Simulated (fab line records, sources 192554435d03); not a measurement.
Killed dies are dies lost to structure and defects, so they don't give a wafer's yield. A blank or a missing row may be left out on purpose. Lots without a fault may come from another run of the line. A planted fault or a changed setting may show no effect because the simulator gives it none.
fab line records | flow n5_finfet
record lots=4 wafers=12 last_day=19
route steps=1938 shown FIN_SAQP@90 BEOL_M4@1111 PASSIVATION@1936
lots that met no fault: from a run of the same line without faults
start_h: hours from the record's first day to the start of the lot's first wafer shown | wait_h: hours since the lot's step before | " the same as in the row above | L1.1+2: a row that stands for several wafers | - no value, or no start given | * or withheld: withheld | < > ~ a bound
route shown NAME@n: a module of which the file shows steps, and the number in the route of the first | usual: mean/standard deviation of fault-free wafers | same: alike in all rows | chamber/n: place in a boat | sites: the reading at each site | _std_site: their standard deviation | _edge_site: outer sites' mean less inner sites' | radius_mm: how far each site lies from the wafer's centre | mask NAME#n: copy n | behind: the tool/chamber that last shaped the wafer | hold: why the lot was held/for how many hours/how that ended | device: the transistor (n, p or np) that didn't switch | end of line: the same wafers' tests at the end of the route | a step without rows: its recipe alone | killed: dies lost to structure and defects at the first sort, not the wafer's yield | map: a wafer's dies, x killed, . not, _ none there
set.NAME: the setting as run; set.NAME@STEP: as run at that earlier step | model.NAME: the simulator's own value behind a step, which no gauge read
lots at some steps of the route; a table a step, a row a wafer
services: from which hour (start_h, from the record's first day; less than 0 if before it) a tool's chamber was out of use, for how many hours, and why
## steps
# step N5_FIN_SAQP_PRECLEAN_42
# recipe chemistry=O3/DIW time_s=60 temp_c=22 o3_ppm=10
# step N5_FIN_SAQP_PRECLEAN_00
# recipe chemistry=SC1 time_s=60 temp_c=55 mix=1:2:50
# step N5_FIN_SAQP_PRECLEAN_44
# recipe chemistry=SC2 time_s=45 temp_c=35 mix=1:1:50
# step N5_FIN_SAQP_SRD_01
# recipe dry=ipa_marangoni time_s=30 temp_c=23 rinse_liquid=diw
# step N5_FIN_SAQP_ALD_61
# recipe material=SiO2 target_thk_a=40 temp_c=300 ald_precursor_family=BDEAS ald_co_reactant=O2-plasma pulse_time_s=1 purge_time_s=2 co_reactant_purge_time_s=2 ald_cycles=43 pressure_torr=2
# step N5_FIN_SAQP_DENSIFY_62
# recipe temp_c=700 time_s=60 ambient=N2 idle_temp_c=600 ramp_up_c_per_s=150 ramp_down_c_per_s=60 cool_to_c=600
# step N5_FIN_SAQP_HM_DEP_03
# recipe material=SiNx target_thk_a=380 temp_c=400 precursor=SiH4/NH3/N2 pressure_torr=1.5 rf_w=300 time_s=33.6
# step N5_FIN_SAQP_PECVD_47
# recipe material=a-Si target_thk_a=450 temp_c=400 precursor=SiH4/He pressure_torr=3 rf_w=100 time_s=36.3
# step N5_FIN_SAQP_PECVD_48
# recipe material=SiNx target_thk_a=250 temp_c=400 precursor=SiH4/NH3/N2 pressure_torr=1.5 rf_w=300 time_s=22.1
# step N5_FIN_SAQP_PECVD_06
# recipe material=a-Si target_thk_a=600 temp_c=400 precursor=SiH4/He pressure_torr=3 rf_w=100 time_s=48.1
# step N5_FIN_SAQP_HM_DEP_72
# recipe material=SiO2 target_thk_a=120 temp_c=400 precursor=SiH4/N2O pressure_torr=0.75 rf_w=275 time_s=7.2
# usual chamber_pressure_Torr=0.7502/0.0016 heater_power_outer_w=459/94 heater_power_w=746/130 showerhead_plenum_p_Torr=8.11/0.13
# columns lot.wafer tool chamber start_h wait_h chamber_pressure_Torr heater_power_outer_w heater_power_w showerhead_plenum_p_Torr
L380.1 pecvd-03 0 22.16 0.0 0.7506 419 711 8.04
L380.5 " 2 " " 0.7454 655 1017 8.15
L380.6 " 1 " " 0.7533 482 765 8.18
L386.1 pecvd-03 1 57.48 0.0 - - - -
L386.4 " 1 " " - - - -
L386.5 " 2 " " - - - -
L387.1 pecvd-03 2 63.30 0.0 - - - -
L387.2 " 0 " " - - - -
L387.4 " 2 " " - - - -
L402.1 pecvd-03 1 153.76 0.0 0.7503 525 820 8.16
L402.2 " 0 " " 0.7526 365 632 8.05
L402.3 " 2 " " 0.7494 556 889 8.16
# step N5_FIN_SAQP_COAT_49
# recipe resist=SOC temp_c=250 time_s=60 spin_rpm=1500 resist_thk_nm=100
# step N5_FIN_SAQP_COAT_50
# recipe resist=SiARC temp_c=220 time_s=60 spin_rpm=1500 resist_thk_nm=35
# step N5_FIN_SAQP_COAT_10
# recipe resist=CAR-ArF spin_rpm=1500 resist_thk_nm=90
# step N5_FIN_SAQP_EBR_12
# recipe solvent=PGMEA ebr_width_mm=1.5
# step N5_FIN_SAQP_SOFTBAKE_11
# recipe temp_c=110 time_s=60 resist=CAR-ArF
# step N5_FIN_SAQP_EXPOSE_13
# recipe mask_id=FIN_CORE na=1.35 source_shape=dipole sigma_inner=0.538 sigma_outer=0.738 polarization=te target_cd_nm=35.6 dose_mj=63.25
# step N5_FIN_SAQP_PEB_14
# recipe peb_temp_c=withheld peb_time_s=60 resist=CAR-ArF
# step N5_FIN_SAQP_DEVELOP_15
# recipe develop_time_s=30 developer=TMAH resist=CAR-ArF dev_temp_c=23 rinse_liquid=diw dry=air_spin
# step N5_FIN_SAQP_DESCUM_21
# recipe chemistry=O2 time_s=7.9 source_power_w=50 bias_power_w=20 pressure_mtorr=20 rf_frequency_hz=2.712e+07 temp_c=40 resist=CAR-ArF o2_flow_sccm=225
# step N5_FIN_SAQP_ETCH_51
# recipe chemistry=CF4 target=SiARC target_depth_a=455 mask_material=CAR-ArF time_s=75.8 ion_energy_ev=80 pressure_mtorr=40 source_w=545 bias_w=36 Ar_flow_sccm=100 cf4_flow_sccm=100 ends=cleared
# step N5_FIN_SAQP_ETCH_52
# recipe chemistry=N2/H2 target=SOC target_depth_a=1000 overetch_a=200 mask_material=SiARC temp_c=40 time_s=150 ion_energy_ev=200 pressure_mtorr=30 source_w=840 bias_w=150 n2_flow_sccm=200 h2_flow_sccm=200 ends=end_point
# step N5_FIN_SAQP_STRIP_53
# recipe chemistry=N2/H2 temp_c=40 n2_flow_sccm=200 h2_flow_sccm=200 rf_frequency_hz=6e+07
# step N5_FIN_SAQP_HM_OPEN_73
# recipe chemistry=CHF3/O2 target=SiO2 stop_on=a-Si target_depth_a=120 over_etch_frac=1.8 mask_material=SOC time_s=16.8 pressure_mtorr=30 source_w=650 bias_w=170 Ar_flow_sccm=200 CHF3_flow_sccm=50 O2_flow_sccm=5 ion_energy_ev=200 ends=end_point
# usual drypump_motor_current_A=5.4/0.38 oes_product_au=0.49/0.057 rf_vpp_V=525/7.6 showerhead_plenum_p_Torr=2.45/0.064 throttle_valve_pct=18.81/0.19
# columns lot.wafer tool chamber start_h wait_h drypump_motor_current_A oes_product_au rf_hours_counter_h rf_vpp_V showerhead_plenum_p_Torr throttle_valve_pct model.etch.depth_nm
L380.1 rie_diel-04 1 22.78 0.0 5.4 0.42 238 513 2.37 19.04 11.99
L380.5 " 2 " " 5.4 0.59 - 515 2.47 18.73 12.18
L380.6 " 1 " " 5.4 0.40 - 515 2.37 19.05 11.89
L386.1 rie_diel-02 1 58.20 0.0 4.7 0.32 54 525 2.45 18.95 0
L386.4 " 0 " " 5.7 0.27 183 524 2.48 19.09 0
L386.5 " 0 " " 5.7 0.27 - 526 2.48 19.10 0
L387.1 rie_diel-01 3 64.04 0.0 5.7 0.38 0 519 2.37 18.53 0
L387.2 " 0 " " 5.3 0.36 20 540 2.56 18.48 0
L387.4 " 1 " " 5.9 0.27 182 528 2.50 18.81 0
L402.1 rie_diel-04 1 154.40 0.0 5.4 0.54 25 513 2.36 18.68 11.88
L402.2 " 2 " " 5.4 0.52 59 514 2.45 18.81 12.16
L402.3 " 0 " " 5.7 0.43 212 521 2.38 18.96 12.02
# step N5_FIN_SAQP_STRIP_74
# recipe chemistry=CHF3/O2 resist=SiARC rf_frequency_hz=6e+07
# step N5_FIN_SAQP_MANDREL_ETCH_22
# recipe target_depth_a=600 chemistry=HBr/Cl2 target=a-Si stop_on=SiNx bt_time_s=10 over_etch_frac=0.5 time_s=30 pressure_mtorr=10 icp_w=800 bias_w=75 HBr_flow_sccm=150 Cl2_flow_sccm=80 ends=end_point
# step N5_FIN_SAQP_STRIP_55
# recipe chemistry=N2/H2 power_w=500 temp_c=40 pressure_mtorr=50 rf_frequency_hz=6e+07 overash_fraction=0.3 bias_power_w=28 h2_frac=0.5 n2_flow_sccm=300 h2_flow_sccm=300
# step N5_FIN_SAQP_STRIP_23
# recipe chemistry=SPM time_s=750 temp_c=130 h2so4_h2o2_vol_ratio=4
# step N5_FIN_SAQP_SRD_66
# recipe dry=ipa_marangoni time_s=30 temp_c=23 rinse_liquid=diw
# step N5_FIN_SAQP_RECESS_75
# recipe chemistry=HF/NH3 target=SiO2 target_depth_a=144 afs_cycles=3 temp_c=30 sublimation_temp_c=180 sublimation_time_s=60
# step N5_FIN_SAQP_SPACER1_ALD_24
# recipe material=SiO2 target_thk_a=203 temp_c=300 ald_precursor_family=BDEAS ald_co_reactant=O2-plasma pulse_time_s=1 purge_time_s=2 co_reactant_purge_time_s=2 ald_cycles=218 pressure_torr=2
# step N5_FIN_SAQP_SPACER1_ETCHBACK_25
# recipe chemistry=CHF3/O2 mode=anisotropic_etchback target=SiO2 target_depth_a=244 time_s=12.2 pressure_mtorr=30 source_w=650 bias_w=170 Ar_flow_sccm=200 CHF3_flow_sccm=50 O2_flow_sccm=5 ion_energy_ev=200
# step N5_FIN_SAQP_MANDREL1_REMOVE_56
# recipe chemistry=HBr/Cl2/O2 bt_time_s=10 target=a-Si stop_on=SiNx endpoint=OES-SiCl over_etch_frac=1 icp_w=600 bias_w=22 HBr_flow_sccm=150 Cl2_flow_sccm=80 O2_flow_sccm=5 pressure_mtorr=10
# step N5_FIN_SAQP_CD_MEAS_27
# recipe target_cd_nm=20 landing_energy_ev=1000 detector=se_inlens polarity=line
# usual cd_nm=20.34/0.19
# same landing_energy_ev=1000
# columns lot.wafer tool chamber start_h wait_h cd_nm
L380.1 cd_sem-02 0 26.48 0.1 20.40
L380.5 " 0 " " 20.28
L380.6 " 0 " " 20.67
L386.1 cd_sem-03 0 64.20 0.1 -
L386.4 " 0 " " -
L386.5 " 0 " " -
L387.1 cd_sem-03 0 66.27 0.1 -
L387.2 " 0 " " -
L387.4 " 0 " " -
L402.1 cd_sem-01 0 156.22 0.1 20.22
L402.2 " 0 " " 20.54
L402.3 " 0 " " 20.02
# step N5_FIN_SAQP_ETCH_57
# recipe chemistry=CH3F/O2 target=SiNx mask_material=SiO2 target_depth_a=325 time_s=46.4 pressure_mtorr=30 source_w=395 bias_w=73 Ar_flow_sccm=150 CH3F_flow_sccm=30 O2_flow_sccm=20 ion_energy_ev=120 ends=cleared
# step N5_BEOL_M4_RC_MEAS_101
# usual DIBL_N=36.2/1.2 DIBL_P=36.3/1.3 IOFF_N=0.155/0.019 IOFF_P=0.210/0.029 ION_N=677/8.6 ION_P=465/6.8 SS_N=71.4/0.48 SS_P=73.2/0.53 VT_N=249.9/2.4 VT_P=-250/3.2
# columns lot.wafer tool chamber start_h wait_h DIBL_N[mV/V] DIBL_P[mV/V] IOFF_N[nA/um] IOFF_P[nA/um] ION_N[uA/um] ION_P[uA/um] SS_N[mV/dec] SS_P[mV/dec] VT_N[mV] VT_P[mV]
L380.1 prober-02 0 158.27 0.0 36.7 37.5 0.172 0.218 680 469 71.5 73.3 249.2 -250
L380.5 " 0 " " 37.2 37.8 0.173 0.225 686 469 71.9 72.9 251.2 -250
L380.6 " 0 " " 37.2 37.5 0.171 0.211 678 466 71.6 72.8 249.5 -249
L402.1 prober-02 0 329.04 0.0 36.2 35.4 0.151 0.202 671 464 71.4 73.1 249.5 -252
L402.2 " 0 " " 35.7 35.3 0.148 0.196 665 455 71.2 72.5 251.8 -252
L402.3 " 0 " " 38.5 37.9 0.202 0.232 680 461 72.1 74.5 247.8 -252
# step N5_PASSIVATION_PROBE_49
# usual defect_limited_yield=91.2/1.4 killed_at_M0_to_M3=34/10 killed_at_M4_up=13/5.1 killed_at_contacts=12/6.5 killed_at_front_end=41/11 killed_at_other=4/3.3 killed_dies=104/16 killed_on_rim=14/3.9 killed_open=69/13 killed_short=33/7 sort_bin_5_function=5.1/0.91 sort_bin_6_memory=3.3/0.69 sort_n_pass=1076/16 sort_yield_pct=91.2/1.4
# same gross_dies=1180 killed_at_back_side=0 sort_bin_4_leakage[%]=0 sort_bin_8_speed[%]=0
# columns lot.wafer tool chamber start_h wait_h defect_limited_yield[%] killed_at_M0_to_M3 killed_at_M4_up killed_at_contacts killed_at_front_end killed_at_other killed_dies killed_on_rim killed_open killed_short sort_bin_5_function[%] sort_bin_6_memory[%] sort_n_pass sort_yield_pct[%]
L380.1 prober-02 - 266.31 0.0 92.6 24 9 23 25 6 87 12 56 30 5.0 2.1 1093 92.6
L380.5 prober-02 - 266.51 0.2 90.0 44 8 27 33 6 118 19 84 32 6.9 3.1 1062 90.0
L380.6 prober-02 - 266.56 0.3 90.8 37 9 12 43 8 109 7 64 45 5.0 3.6 1071 90.8
L386.1 prober-01 - 319.85 0.0 0 4 4 6 1165 1 1180 152 15 8 72.7 2.8 0 0
L386.4 prober-01 - 320.00 0.2 0 7 6 7 1159 1 1180 152 16 6 73.1 2.9 0 0
L386.5 prober-01 - 320.05 0.2 0 6 1 5 1168 0 1180 152 12 5 72.8 3.5 0 0
L387.1 prober-01 - 339.53 0.0 0 11 9 5 1155 0 1180 152 26 10 74.7 2.5 0 0
L387.2 prober-01 - 339.58 0.1 0 7 2 5 1165 1 1180 152 16 6 73.7 4.1 0 0
L387.4 prober-01 - 339.68 0.2 0 6 4 2 1168 0 1180 152 12 4 71.8 2.6 0 0
# killed by level:class
L380.1 MOL_CONTACT_COAG:geometric_particle:open=19 BEOL_M1:geometric_particle:short=5 BEOL_M2:geometric_particle:open=5 FIN_SAQP:geometric_particle:open=4 GATE_CUT:geometric_particle:short=4 MOL_CONTACT_COAG:geometric_particle:short=4 BEOL_M3:geometric_particle:open=4 STI_FIN_REVEAL:geometric_particle:open=3
L380.5 MOL_CONTACT_COAG:geometric_particle:open=21 BEOL_M2:geometric_particle:open=13 BEOL_M3:geometric_particle:open=13 STI_FIN_REVEAL:geometric_particle:open=9 MOL_CONTACT_COAG:geometric_particle:short=6 BEOL_M0_SAQP:geometric_particle:open=6 STARTING-WAFER:geometric_particle:short=5 BEOL_M0_SAQP:geometric_particle:short=4
L380.6 STI_FIN_REVEAL:geometric_particle:open=10 MOL_CONTACT_COAG:geometric_particle:open=9 BEOL_M3:geometric_particle:open=8 BEOL_M3:geometric_particle:short=7 FIN_SAQP:geometric_particle:short=6 GATE_CUT:geometric_particle:short=6 BEOL_M0_SAQP:geometric_particle:short=6 FIN_SAQP:geometric_particle:open=4
L386.1 FIN_SAQP:lost_pattern=1153 MOL_CONTACT_COAG:geometric_particle:open=4 FIN_SAQP:area_dep=4 BEOL_M4:geometric_particle:open=3 STI_FIN_REVEAL:geometric_particle:short=2 STI_FIN_REVEAL:geometric_particle:open=2 MOL_CONTACT_COAG:geometric_particle:short=2 BEOL_M0_SAQP:geometric_particle:open=2
L386.4 FIN_SAQP:lost_pattern=1150 FIN_SAQP:area_dep=7 MOL_CONTACT_COAG:geometric_particle:open=5 BEOL_M4:geometric_particle:open=5 MOL_CONTACT_COAG:geometric_particle:short=2 BEOL_M0_SAQP:geometric_particle:short=2 BEOL_M3:geometric_particle:open=2 FIN_SAQP:geometric_particle:short=1
L386.5 FIN_SAQP:lost_pattern=1161 MOL_CONTACT_COAG:geometric_particle:open=5 FIN_SAQP:geometric_particle:open=2 BEOL_M2:geometric_particle:open=2 BEOL_M0_SAQP:geometric_particle:open=2 FIN_SAQP:area_dep=2 BEOL_M3:geometric_particle:open=1 FIN_SAQP:geometric_particle:short=1
L387.1 FIN_SAQP:lost_pattern=1139 FIN_SAQP:geometric_particle:open=6 FIN_SAQP:area_dep=5 MOL_CONTACT_COAG:geometric_particle:open=4 BEOL_M4:geometric_particle:open=4 BEOL_M1:geometric_particle:open=3 BEOL_M4:geometric_particle:short=3 STI_FIN_REVEAL:geometric_particle:open=2
L387.2 FIN_SAQP:lost_pattern=1152 FIN_SAQP:area_dep=6 MOL_CONTACT_COAG:geometric_particle:open=5 DUMMY_GATE:geometric_particle:open=3 BEOL_M0_SAQP:geometric_particle:short=3 STI_FIN_REVEAL:geometric_particle:open=2 BEOL_M1:geometric_particle:open=2 STI_FIN_REVEAL:geometric_particle:short=1
L387.4 FIN_SAQP:lost_pattern=1161 FIN_SAQP:area_dep=3 FIN_SAQP:geometric_particle:open=2 MOL_CONTACT_COAG:geometric_particle:open=2 BEOL_M0_SAQP:geometric_particle:short=2 BEOL_M3:geometric_particle:open=2 DUMMY_GATE:geometric_particle:open=1 ILD0:geometric_particle:open=1
# map L386.1 (x killed, . not)
_________________xxxxxxxxxxxx________________
______________xxxxxxxxxxxxxxxxxx_____________
___________xxxxxxxxxxxxxxxxxxxxxxxx__________
__________xxxxxxxxxxxxxxxxxxxxxxxxxx_________
________xxxxxxxxxxxxxxxxxxxxxxxxxxxxxx_______
_______xxxxxxxxxxxxxxxxxxxxxxxxxxxxxxxx______
______xxxxxxxxxxxxxxxxxxxxxxxxxxxxxxxxxx_____
_____xxxxxxxxxxxxxxxxxxxxxxxxxxxxxxxxxxxx____
____xxxxxxxxxxxxxxxxxxxxxxxxxxxxxxxxxxxxxx___
___xxxxxxxxxxxxxxxxxxxxxxxxxxxxxxxxxxxxxxxx__
___xxxxxxxxxxxxxxxxxxxxxxxxxxxxxxxxxxxxxxxx__
__xxxxxxxxxxxxxxxxxxxxxxxxxxxxxxxxxxxxxxxxxx_
__xxxxxxxxxxxxxxxxxxxxxxxxxxxxxxxxxxxxxxxxxx_
_xxxxxxxxxxxxxxxxxxxxxxxxxxxxxxxxxxxxxxxxxxxx
_xxxxxxxxxxxxxxxxxxxxxxxxxxxxxxxxxxxxxxxxxxxx
_xxxxxxxxxxxxxxxxxxxxxxxxxxxxxxxxxxxxxxxxxxxx
_xxxxxxxxxxxxxxxxxxxxxxxxxxxxxxxxxxxxxxxxxxxx
_xxxxxxxxxxxxxxxxxxxxxxxxxxxxxxxxxxxxxxxxxxxx
_xxxxxxxxxxxxxxxxxxxxxxxxxxxxxxxxxxxxxxxxxxxx
_xxxxxxxxxxxxxxxxxxxxxxxxxxxxxxxxxxxxxxxxxxxx
_xxxxxxxxxxxxxxxxxxxxxxxxxxxxxxxxxxxxxxxxxxxx
__xxxxxxxxxxxxxxxxxxxxxxxxxxxxxxxxxxxxxxxxxx_
__xxxxxxxxxxxxxxxxxxxxxxxxxxxxxxxxxxxxxxxxxx_
___xxxxxxxxxxxxxxxxxxxxxxxxxxxxxxxxxxxxxxxx__
___xxxxxxxxxxxxxxxxxxxxxxxxxxxxxxxxxxxxxxxx__
____xxxxxxxxxxxxxxxxxxxxxxxxxxxxxxxxxxxxxx___
_____xxxxxxxxxxxxxxxxxxxxxxxxxxxxxxxxxxxx____
______xxxxxxxxxxxxxxxxxxxxxxxxxxxxxxxxxx_____
_______xxxxxxxxxxxxxxxxxxxxxxxxxxxxxxxx______
________xxxxxxxxxxxxxxxxxxxxxxxxxxxxxx_______
__________xxxxxxxxxxxxxxxxxxxxxxxxxx_________
___________xxxxxxxxxxxxxxxxxxxxxxxx__________
______________xxxxxxxxxxxxxxxxxx_____________
_________________xxxxxxxxxxxx________________
# map L387.1 (x killed, . not)
_________________xxxxxxxxxxxx________________
______________xxxxxxxxxxxxxxxxxx_____________
___________xxxxxxxxxxxxxxxxxxxxxxxx__________
__________xxxxxxxxxxxxxxxxxxxxxxxxxx_________
________xxxxxxxxxxxxxxxxxxxxxxxxxxxxxx_______
_______xxxxxxxxxxxxxxxxxxxxxxxxxxxxxxxx______
______xxxxxxxxxxxxxxxxxxxxxxxxxxxxxxxxxx_____
_____xxxxxxxxxxxxxxxxxxxxxxxxxxxxxxxxxxxx____
____xxxxxxxxxxxxxxxxxxxxxxxxxxxxxxxxxxxxxx___
___xxxxxxxxxxxxxxxxxxxxxxxxxxxxxxxxxxxxxxxx__
___xxxxxxxxxxxxxxxxxxxxxxxxxxxxxxxxxxxxxxxx__
__xxxxxxxxxxxxxxxxxxxxxxxxxxxxxxxxxxxxxxxxxx_
__xxxxxxxxxxxxxxxxxxxxxxxxxxxxxxxxxxxxxxxxxx_
_xxxxxxxxxxxxxxxxxxxxxxxxxxxxxxxxxxxxxxxxxxxx
_xxxxxxxxxxxxxxxxxxxxxxxxxxxxxxxxxxxxxxxxxxxx
_xxxxxxxxxxxxxxxxxxxxxxxxxxxxxxxxxxxxxxxxxxxx
_xxxxxxxxxxxxxxxxxxxxxxxxxxxxxxxxxxxxxxxxxxxx
_xxxxxxxxxxxxxxxxxxxxxxxxxxxxxxxxxxxxxxxxxxxx
_xxxxxxxxxxxxxxxxxxxxxxxxxxxxxxxxxxxxxxxxxxxx
_xxxxxxxxxxxxxxxxxxxxxxxxxxxxxxxxxxxxxxxxxxxx
_xxxxxxxxxxxxxxxxxxxxxxxxxxxxxxxxxxxxxxxxxxxx
__xxxxxxxxxxxxxxxxxxxxxxxxxxxxxxxxxxxxxxxxxx_
__xxxxxxxxxxxxxxxxxxxxxxxxxxxxxxxxxxxxxxxxxx_
___xxxxxxxxxxxxxxxxxxxxxxxxxxxxxxxxxxxxxxxx__
___xxxxxxxxxxxxxxxxxxxxxxxxxxxxxxxxxxxxxxxx__
____xxxxxxxxxxxxxxxxxxxxxxxxxxxxxxxxxxxxxx___
_____xxxxxxxxxxxxxxxxxxxxxxxxxxxxxxxxxxxx____
______xxxxxxxxxxxxxxxxxxxxxxxxxxxxxxxxxx_____
_______xxxxxxxxxxxxxxxxxxxxxxxxxxxxxxxx______
________xxxxxxxxxxxxxxxxxxxxxxxxxxxxxx_______
__________xxxxxxxxxxxxxxxxxxxxxxxxxx_________
___________xxxxxxxxxxxxxxxxxxxxxxxx__________
______________xxxxxxxxxxxxxxxxxx_____________
_________________xxxxxxxxxxxx________________
## services
# columns tool chamber start_h hours kind
rie_diel-01 1 2.32 5.7 repair
pecvd-03 - 6.66 1.3 repair
rie_diel-01 0 8.14 - clean
rie_diel-01 0 8.14 - consumable_replace:focus_ring
rie_diel-01 0 8.14 - consumable_replace:showerhead
rie_diel-01 0 8.14 16.0 scheduled_down
rie_diel-01 0 8.14 16.0 vent_cycle
rie_diel-04 3 9.44 - clean
rie_diel-04 3 9.44 - consumable_replace:focus_ring
rie_diel-04 3 9.44 25.0 scheduled_down
rie_diel-04 3 9.44 25.0 vent_cycle
rie_diel-01 2 24.16 - clean
rie_diel-01 2 24.16 - consumable_replace:focus_ring
rie_diel-04 0 37.44 4.8 repair
rie_diel-04 1 51.96 - clean
rie_diel-04 1 51.96 - consumable_replace:focus_ring
rie_diel-04 1 51.96 30.9 scheduled_down
rie_diel-04 1 51.96 30.9 vent_cycle
rie_diel-04 - 89.16 0.4 repair
pecvd-03 2 103.70 5.5 scheduled_down
rie_diel-02 0 113.52 7.3 repair
rie_diel-01 1 136.85 10.3 repair
rie_diel-02 1 137.28 9.5 repair
rie_diel-04 3 144.66 14.2 repair
## key
first_sign step=N5_FIN_SAQP_HM_DEP_72 reading=tool_record direction=missing
effect step=N5_FIN_SAQP_HM_OPEN_73 reading=oes_product_au direction=down sigmas=3.2 usual=0.49 struck=0.31
effect step=N5_FIN_SAQP_CD_MEAS_27 reading=cd_nm direction=missing
effect step=N5_PASSIVATION_PROBE_49 reading=killed_at_front_end direction=up sigmas=99+ usual=41 struck=1163
model_effect step=N5_FIN_SAQP_HM_OPEN_73 value=etch.depth_nm without=12.09 struck=0
met_at N5_FIN_SAQP_HM_DEP_72
struck_wafers L386.1,L386.4,L386.5,L387.1,L387.2,L387.4
later_rows_left_out L386.1,L386.4,L386.5,L387.1,L387.2,L387.4
onset_between 22.16 57.48
fault kind=skipped_step_whole tool=pecvd-03 chamber=- onset_h=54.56 steps=N5_FIN_SAQP_HM_DEP_72 scope=struck_lots_only
# later_rows_left_out: the simulator's readings of these wafers behind a module that went badly wrong aren't trusted and aren't shown, but for the sort
